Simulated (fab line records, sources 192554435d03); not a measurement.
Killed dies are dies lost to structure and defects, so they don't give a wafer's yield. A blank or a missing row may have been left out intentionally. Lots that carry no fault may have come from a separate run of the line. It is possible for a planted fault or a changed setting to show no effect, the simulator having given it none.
fab line records	flow n5Finfet
record: lots: 12	wafers: 35	lastDay: 18
route steps=1938 shown BEOL_M10@1521 BEOL_M11@1546 PASSIVATION@1936
lots that met no fault: taken from a fault-free run of the same line
startH: the number of hours between the record's first day and the start of the first shown wafer of the lot	waitH: time in hours since the lot's previous step	" unchanged from the row above	L1.1+2: one row covering several wafers at once	- either no value or no given start	* or withheld: withheld	< > ~ a bound
route shown NAME@n: names a module that has steps shown in the file, with the first one's number in the route	usual: mean/standard deviation of fault-free wafers	same: alike in all rows	chamber/n: place in a boat	sites: per-site readings	_std_site: their standard deviation	_edge_site: inner sites' mean taken away from outer sites' mean	radiusMm: how far each site lies from the wafer's centre	mask NAME#n: copy n	behind: the most recent tool/chamber to have shaped the wafer	hold: the reason the lot was held/the length of the hold in hours/how it ended	device: whichever transistor did not switch (one of n, p or np)	end of line: the same wafers' tests at the end of the route	for a step that has no rows: nothing shown but its recipe	killed: count of dies lost to structure and defects at first sort (not the wafer's yield)	map: the dies of a wafer, with x for killed, . for not killed, _ for no die there
set.NAME: the setting the step ran with; set.NAME@STEP: the setting that earlier step ran with	model.NAME: the simulator's own value behind a step, which no gauge read
a sample of lots followed through the steps of the route, with each step as a table and each wafer as a row
services: a tool's chamber out of use, with start hour (startH, from the record's first day; less than 0 if before it), hours out, and reason
== steps ==
step: N5_BEOL_M10_CURE_72
recipe: tempC: 370	timeS: 120	ambient: DMADMS/He	material: SiCOH_lowk
usual: lampPowerPct: 52.31/0.056	wafer_temp_C_max: 371.6/0.63
lot.wafer	tool	chamber	startH	waitH	lampPowerPct	wafer_temp_C_max
L855.4	uvCure-01	0	225.57	0.2	52.34	371.4
L855.5	"	0	"	"	52.18	370.9
L855.6	"	0	"	"	52.39	370.9
L856.2	uvCure-03	0	232.82	0.1	52.35	370.9
L856.4	"	0	"	"	52.38	371.1
L856.6	"	0	"	"	52.27	371.2
L858.1	uvCure-03	2	236.50	0.0	52.42	371.7
L858.2	"	2	"	"	52.28	371.7
L858.5	"	2	"	"	52.28	371.5
L857.2	uvCure-02	2	239.42	0.1	52.31	371.9
L857.3	"	2	"	"	52.33	372.5
L857.5	"	2	"	"	52.34	372.8
L860.3	uvCure-03	1	269.44	0.1	52.32	371.1
L860.4	"	1	"	"	52.26	371.5
L860.5	"	1	"	"	52.37	371.3
L859.2	uvCure-01	1	269.65	0.2	52.26	371.7
L859.6	"	1	"	"	52.28	371.2
L861.2	uvCure-02	1	277.92	0.1	52.38	371.1
L861.5	"	1	"	"	52.39	371.2
L861.6	"	1	"	"	52.30	371.2
L865.2	uvCure-01	2	302.86	0.4	52.31	371.9
L865.4	"	2	"	"	52.32	372.8
L865.6	"	2	"	"	52.35	371.7
L872.1	uvCure-01	0	339.13	0.0	52.27	371.1
L872.2	"	0	"	"	52.33	371.2
L872.3	"	0	"	"	52.33	371.2
L875.1	uvCure-03	1	359.31	0.0	52.28	371.2
L875.5	"	1	"	"	52.28	371.6
L875.6	"	1	"	"	52.39	371.1
L878.2	uvCure-03	0	368.57	0.1	52.28	371.4
L878.4	"	0	"	"	52.24	370.8
L878.5	"	0	"	"	52.30	371.0
L876.2	uvCure-01	2	373.25	0.1	52.27	371.6
L876.3	"	2	"	"	52.40	371.3
L876.4	"	2	"	"	52.25	371.4
step: N5_BEOL_M10_ANNEAL_51
recipe: tempC: 225	timeS: 90	ambient: N2
usual: wafer_temp_C_max: 225.86/0.26
lot.wafer	tool	chamber	startH	waitH	wafer_temp_C_max
L855.4	rtpAnneal-02	0	227.44	0.3	225.82
L855.5	"	0	"	"	226.39
L855.6	"	0	"	"	226.08
L856.2	rtpAnneal-02	0	234.29	0.1	226.14
L856.4	"	0	"	"	225.80
L856.6	"	0	"	"	225.87
L858.1	rtpAnneal-02	0	238.64	0.5	225.83
L858.2	"	0	"	"	225.85
L858.5	"	0	"	"	225.83
L857.2	rtpAnneal-02	0	241.24	0.1	225.84
L857.3	"	0	"	"	225.80
L857.5	"	0	"	"	225.82
L860.3	rtpAnneal-02	0	271.33	0.5	225.63
L860.4	"	0	"	"	225.66
L860.5	"	0	"	"	225.97
L859.2	rtpAnneal-02	0	271.56	0.4	225.59
L859.6	"	0	"	"	225.63
L861.2	rtpAnneal-01	0	279.33	0.1	225.37
L861.5	"	0	"	"	225.32
L861.6	"	0	"	"	225.78
L865.2	rtpAnneal-02	0	307.03	0.1	225.67
L865.4	"	0	"	"	225.81
L865.6	"	0	"	"	226.35
L872.1	rtpAnneal-01	0	341.23	0.6	226.44
L872.2	"	0	"	"	225.81
L872.3	"	0	"	"	225.92
L875.1	rtpAnneal-02	0	361.33	0.4	226.02
L875.5	"	0	"	"	225.81
L875.6	"	0	"	"	225.91
L878.2	rtpAnneal-01	0	371.48	0.2	225.81
L878.4	"	0	"	"	225.73
L878.5	"	0	"	"	225.91
L876.2	rtpAnneal-02	0	375.61	0.1	225.63
L876.3	"	0	"	"	225.67
L876.4	"	0	"	"	225.62
step: N5_BEOL_M11_EXPOSE_08
recipe: maskId: M11	na: 1.35	sourceShape: dipole	sigmaInner: 0.411	sigmaOuter: 0.611	polarization: te	doseMj: 53.75
same: sigmaOuter: 0.611
lot.wafer	tool	chamber	startH	waitH	mask
L855.4+5+6	arfiScanner-02	0	229.98	-	M11#0
L856.2+4+6	arfiScanner-02	0	237.15	-	M11#0
L858.1+2+5	arfiScanner-02	0	240.83	-	M11#0
L857.2+3+5	arfiScanner-01	0	244.65	-	M11#0
L860.3+4+5	arfiScanner-03	0	274.40	-	M11#0
L859.2+6	arfiScanner-01	0	274.56	-	M11#0
L861.2+5+6	arfiScanner-02	0	281.59	-	M11#0
L865.2+4+6	arfiScanner-02	0	310.33	-	M11#0
L872.1+2+3	arfiScanner-02	0	345.24	-	M11#0
L875.1+5+6	arfiScanner-03	0	365.21	-	M11#0
L878.2+4+5	arfiScanner-01	0	374.88	-	M11#0
L876.2+3+4	arfiScanner-01	0	378.58	-	M11#0
step: N5_BEOL_M11_CD_MEAS_11
recipe: targetCdNm: 64.1	landingEnergyEv: 500	detector: seInlens	polarity: opening
usual: cdNm: 64.1/0.49
lot.wafer	tool	chamber	startH	waitH	cdNm
L855.4	cdSem-02	0	230.09	-	64.1
L855.5	"	0	"	"	63.4
L855.6	"	0	"	"	64.4
L856.2	cdSem-01	0	237.28	-	63.7
L856.4	"	0	"	"	64.0
L856.6	"	0	"	"	64.1
L858.1	cdSem-03	0	240.95	-	63.9
L858.2	"	0	"	"	64.0
L858.5	"	0	"	"	63.5
L857.2	cdSem-02	0	244.77	-	63.5
L857.3	"	0	"	"	64.3
L857.5	"	0	"	"	64.3
L860.3	cdSem-03	0	274.52	-	64.3
L860.4	"	0	"	"	64.3
L860.5	"	0	"	"	64.6
L859.2	cdSem-01	0	274.68	-	64.6
L859.6	"	0	"	"	64.3
L861.2	cdSem-02	0	281.71	-	63.9
L861.5	"	0	"	"	64.5
L861.6	"	0	"	"	63.2
L865.2	cdSem-01	0	310.45	-	64.3
L865.4	"	0	"	"	65.0
L865.6	"	0	"	"	64.5
L872.1	cdSem-02	0	345.36	-	64.2
L872.2	"	0	"	"	64.2
L872.3	"	0	"	"	65.0
L875.1	cdSem-01	0	365.34	-	63.3
L875.5	"	0	"	"	63.5
L875.6	"	0	"	"	64.3
L878.2	cdSem-03	0	375.00	-	64.1
L878.4	"	0	"	"	63.6
L878.5	"	0	"	"	63.5
L876.2	cdSem-01	0	378.70	-	63.5
L876.3	"	0	"	"	63.6
L876.4	"	0	"	"	63.6
step: N5_BEOL_M11_OVL_MEAS_12
recipe: pointsPerWafer: 44
usual: M11_OVL: 0.0/0.97
lot.wafer	tool	chamber	startH	waitH	M11_OVL[nm]
L855.4	overlay-02	0	230.11	0.0	-0.2
L855.5	"	0	"	"	0.8
L855.6	"	0	"	"	0.5
L856.2	overlay-02	0	237.31	0.0	-1.0
L856.4	"	0	"	"	-0.4
L856.6	"	0	"	"	-0.8
L858.1	overlay-02	0	240.99	0.0	1.0
L858.2	"	0	"	"	0.4
L858.5	"	0	"	"	1.1
L857.2	overlay-01	0	244.80	0.0	-1.0
L857.3	"	0	"	"	0.1
L857.5	"	0	"	"	0.1
L860.3	overlay-01	0	274.55	0.0	0.9
L860.4	"	0	"	"	-1.2
L860.5	"	0	"	"	0.3
L859.2	overlay-02	0	274.71	0.0	-1.7
L859.6	"	0	"	"	-1.4
L861.2	overlay-02	0	281.74	0.0	0.9
L861.5	"	0	"	"	0.9
L861.6	"	0	"	"	-0.9
L865.2	overlay-02	0	310.48	0.0	4.9
L865.4	"	0	"	"	4.3
L865.6	"	0	"	"	5.4
L872.1	overlay-01	0	345.39	0.0	6.5
L872.2	"	0	"	"	6.0
L872.3	"	0	"	"	7.1
L875.1	overlay-01	0	365.37	0.0	0.7
L875.5	"	0	"	"	-0.3
L875.6	"	0	"	"	0.4
L878.2	overlay-02	0	375.03	0.0	-0.3
L878.4	"	0	"	"	0.0
L878.5	"	0	"	"	1.4
L876.2	overlay-02	0	378.73	0.0	0.3
L876.3	"	0	"	"	0.5
L876.4	"	0	"	"	1.0
step: N5_PASSIVATION_PROBE_49
usual: defectLimitedYield: 91.0/1.5	killed_at_M0_to_M3: 33/9.4	killed_at_M4_up: 14/4.8	killedAtContacts: 13/7.3	killedAtFrontEnd: 43/13	killedAtOther: 3.6/2.9	killedDies: 106/18	killedOpen: 69/13	killedShort: 35/8.2	sort_bin_5_function: 5.3/1	sort_bin_6_memory: 3.3/0.68	sortNPass: 1074/18	sortYieldPct: 91.0/1.5
same: grossDies: 1180	killedAtBackSide: 0	sort_bin_4_leakage[%]: 0	sort_bin_8_speed[%]: 0
lot.wafer	tool	chamber	startH	waitH	defectLimitedYield[%]	killed_at_M0_to_M3	killed_at_M4_up	killedAtContacts	killedAtFrontEnd	killedAtOther	killedDies	killedOpen	killedShort	sort_bin_5_function[%]	sort_bin_6_memory[%]	sortNPass	sortYieldPct[%]
L865.6	prober-02	-	356.80	0.3	91.0	38	13	13	40	2	106	78	28	5.1	3.7	1074	91.0
killed by level:class
L865.6 BEOL_M2:geometricParticle:open=13 MOL_CONTACT_COAG:geometricParticle:open=11 FIN_SAQP:geometricParticle:open=9 BEOL_M0_SAQP:geometricParticle:open=9 DUMMY_GATE:geometricParticle:open=7 ILD0:geometricParticle:open=5 BEOL_M0_SAQP:geometricParticle:short=5 BEOL_M1:geometricParticle:short=5
== services ==
tool	chamber	startH	hours	kind
arfiScanner-03	-	201.80	1.0	pm
arfiScanner-03	-	219.18	6.0	pm
arfiScanner-03	-	225.18	1.0	pm
arfiScanner-03	-	235.74	1.4	repair
uvCure-03	-	237.04	1.0	pm
arfiScanner-03	-	241.35	3.1	pm
arfiScanner-02	-	242.51	4.1	repair
rtpAnneal-01	-	243.40	3.5	pm
arfiScanner-02	-	252.33	2.0	repair
arfiScanner-01	-	254.36	1.0	pm
arfiScanner-03	-	255.59	1.3	pm
uvCure-02	-	259.58	1.0	pm
arfiScanner-03	-	262.96	0.3	repair
arfiScanner-03	-	270.86	0.8	pm
uvCure-01	-	276.47	2.1	pm
arfiScanner-02	-	277.95	1.3	pm
arfiScanner-01	-	284.28	1.3	pm
arfiScanner-01	-	290.90	1.0	pm
uvCure-01	-	318.51	0.3	repair
arfiScanner-03	-	328.35	1.9	repair
arfiScanner-01	-	336.31	0.5	repair
arfiScanner-02	-	353.65	0.8	pm
arfiScanner-01	-	355.31	0.8	pm
arfiScanner-02	-	360.10	1.0	pm
== key ==
firstSign: step: N5_BEOL_M11_OVL_MEAS_12	reading: M11_OVL	direction: up	sigmas: 5.8	usual: 0.0	struck: 5.7
effect none on later readings
metAt N5_BEOL_M11_EXPOSE_08
struckLots L865,L872
notActingAt N5_BEOL_M10_CURE_72,N5_BEOL_M10_ANNEAL_51,N5_BEOL_M11_CD_MEAS_11
onsetBetween 281.59 310.33
fault: kind: scannerMatchingOverlay	tool: arfiScanner-02	chamber: -	onsetH: 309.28	steps: N5_BEOL_M11_EXPOSE_08	offset: 6.0908
